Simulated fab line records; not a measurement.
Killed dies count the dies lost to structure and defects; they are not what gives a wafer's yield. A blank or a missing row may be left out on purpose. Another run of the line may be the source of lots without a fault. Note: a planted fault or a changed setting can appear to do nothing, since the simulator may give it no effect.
Split-lot trial ; flow n5Finfet ; 21 wafers read from 7 lots, route of 1938 steps

== THE SPLIT ==
At N5_PASSIVATION_PASS_ETCH_47 (etches SiNx in CF4/O2, target depth 770 nm, time 385 s), the setting timeS was moved away from the recipe's 385 s on 8 of the 21 wafers read, by -6.8% to +18.6%. For the rest of the wafers, this setting stayed at what the recipe calls for.

The reading comes from the split's own step.

== THE READING ==
etch.depthNm (the simulator's own value, which no gauge read), in nm, at N5_PASSIVATION_PASS_ETCH_47 (etches SiNx in CF4/O2, target depth 770 nm, time 385 s). The file gives no usual value for it. Here, 13 wafers ran the recipe; their average is 768.1 nm with a standard deviation of 12 nm.

wafer;tool, chamber at the split;timeS as run, s;against the recipe;etch.depthNm, nm;against lot-mates on the recipe
L075.2;rieDiel-03, 3;385;recipe;761.6;-
L075.4;rieDiel-03, 2;358.8;-6.8%;707.1;-54.5
L075.5;rieDiel-03, 2;358.8;-6.8%;704.9;-56.7
L077.1;rieDiel-06, 3;408.1;+6.0%;827.4;+61.4
L077.2;rieDiel-06, 0;385;recipe;766;-
L077.3;rieDiel-06, 2;408.1;+6.0%;808.4;+42.4
L083.2;rieDiel-06, 1;385;recipe;774.9;-
L083.4;rieDiel-06, 0;385;recipe;762.3;-
L083.5;rieDiel-06, 1;385;recipe;784;-
L080.1;rieDiel-01, 1;385;recipe;793.1;-
L080.3;rieDiel-01, 0;385;recipe;772;-
L080.6;rieDiel-01, 3;456.6;+18.6%;927.6;+145.1
L085.3;rieDiel-01, 3;385;recipe;759.7;-
L085.5;rieDiel-01, 3;385;recipe;766;-
L085.6;rieDiel-01, 1;385;recipe;777.9;-
L090.2;rieDiel-06, 1;440.5;+14.4%;880.9;no lot-mate on the recipe
L090.5;rieDiel-06, 3;440.5;+14.4%;888.7;no lot-mate on the recipe
L090.6;rieDiel-06, 0;440.5;+14.4%;870.9;no lot-mate on the recipe
L091.2;rieDiel-03, 0;385;recipe;770.7;-
L091.3;rieDiel-03, 1;385;recipe;745.2;-
L091.4;rieDiel-03, 2;385;recipe;752;-

THE FIT
A straight line over all 21 wafers: etch.depthNm changes by +8.22 nm for each +1% of timeS; r = +0.98; the points scatter about the line by 12 nm.
The same after taking each lot's own level away (the mean of its wafers on the recipe; 18 wafers): +7.98 nm for each +1%; r = +0.98; scatter 8.7 nm.
The reading moves by 1.5e+02 nm for the largest change in timeS, on that fit.
Across the lots, their own levels run from 755.97 to 782.55 nm, a range of 2.2 times the standard deviation given above.
The two slopes are in agreement: the lot-to-lot level therefore moves the slope only a little.
Check: with one of the wafers moved furthest among these (+18.6%) left out of the fit, the line predicts +156 nm for it against its lot-mates. Against them it came out at +145 nm.

== OTHER SPLITS ON THESE WAFERS ==
Note: prior to the reading, these wafers also went through further splits. Each is held against what the fit with the lots' levels taken away leaves over:
other split on the same wafers;wafers away from the commonest value;r with etch.depthNm (lot level and that fit taken away)
N5_MIM_BOT_LITHO_PEB_06 pebTimeS;as run: not given for these wafers;-
N5_PASSIVATION_EXPOSE_07 doseMj;10;-0.18
N5_PASSIVATION_PASS_ETCH_74 sourceW;7;-0.02

== FILE'S OWN FIT ==
etch.depthNm changes by +7.91 nm for each +1% of timeS, r = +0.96.
